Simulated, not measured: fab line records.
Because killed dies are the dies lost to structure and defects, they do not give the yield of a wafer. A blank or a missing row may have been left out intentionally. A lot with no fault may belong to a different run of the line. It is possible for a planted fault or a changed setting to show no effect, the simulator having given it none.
Which tool did it?	flow n5 finfet	Sampling: 9 lots, 24 wafers, 3 of 1938 route steps

== WHAT THE GAUGES SHOWED, per wafer ==
N5_BEOL_M3_INSPECT_30: inspects for defects (brightfield).
lot	measured	on	raw defect count
L925	day 7 03:23	defect inspect-02	619 467 576
L928	day 8 05:08	defect inspect-01	359 360 400
L930	day 9 09:23	defect inspect-02	950
L938	day 10 17:32	defect inspect-02	451 430 441
L939	day 10 21:07	defect inspect-02	425 373 404
L941	day 11 04:25	defect inspect-01	524 408 541
L942	day 11 21:51	defect inspect-02	342 326 282
L944	day 12 05:47	defect inspect-01	412 342
L946	day 13 02:22	defect inspect-02	544 496 544

== WHAT TOOL EACH LOT RAN ON (gives the tool, then ch and the chambers of the sampled wafers, and finally the start) ==
lot	N5_BEOL_M3_ETCH_63	N5_BEOL_M3_ETCH_64
L925	rie diel-04 ch 0,1,2, day 7 02:36	rie diel-04 ch 0,1,2, day 7 02:38
L928	rie diel-04 ch 1,2,3, day 8 04:13	rie diel-04 ch 1,2,3, day 8 04:15
L930	rie diel-04 ch 0, day 9 08:37	rie diel-04 ch 0, day 9 08:41
L938	rie diel-06 ch 0,2, day 10 16:31	rie diel-06 ch 0,2, day 10 16:32
L939	rie diel-05 ch 0,1,3, day 10 20:19	rie diel-05 ch 0,1,3, day 10 20:20
L941	rie diel-06 ch 0,1, day 11 03:37	rie diel-06 ch 0,1, day 11 03:39
L942	rie diel-05 ch 0,2,3, day 11 20:56	rie diel-05 ch 0,2,3, day 11 20:58
L944	rie diel-06 ch 1,2, day 12 04:53	rie diel-06 ch 1,2, day 12 04:55
L946	rie diel-05 ch 1,2,3, day 13 01:27	rie diel-05 ch 1,2,3, day 13 01:29
- N5_BEOL_M3_ETCH_63: etches SiARC in CF4, target depth 15.6 nm, time 26 s.
- N5_BEOL_M3_ETCH_64: etches SOC in N2/H2, target depth 75 nm, overetch 15 nm, time 112.5 s.

== THE ANSWER, worked out from the rows above alone ==
Rule: the usual values come from the lots themselves. Put in order of their means at a reading, lots are off if they are a third of the lots or fewer, leave a main group of 4 or more, and stand apart from it by a gap of 3 or more times the standard deviation of the main group's means; of several such gaps the widest counts. A main group is skipped when, at the precision printed for the reading in the tables above, its means are all equal. A lot without any number at a reading at which 4 lots or more have one is off too. Where the step has rows for the other lots, those lots are counted as sound.
Off: L930 (N5_BEOL_M3_INSPECT_30, raw defect count). The main group has a mean of 435 with a standard deviation of 78.
If a tool, at a process step before that reading, ran all the lots that are off and no sound lot after the first of them, it fits. Those tools and the gauges at N5_BEOL_M3_INSPECT_30 are tried in the same way. One fits: rie diel-04 at N5_BEOL_M3_ETCH_63 and N5_BEOL_M3_ETCH_64. At N5_BEOL_M3_ETCH_63 its last sound lot is L928 (day 8 04:13), its first lot that is off L930 (day 9 08:37): a fault that began between those two fits.

== WHAT THE SIMULATOR HAD INSERTED ==
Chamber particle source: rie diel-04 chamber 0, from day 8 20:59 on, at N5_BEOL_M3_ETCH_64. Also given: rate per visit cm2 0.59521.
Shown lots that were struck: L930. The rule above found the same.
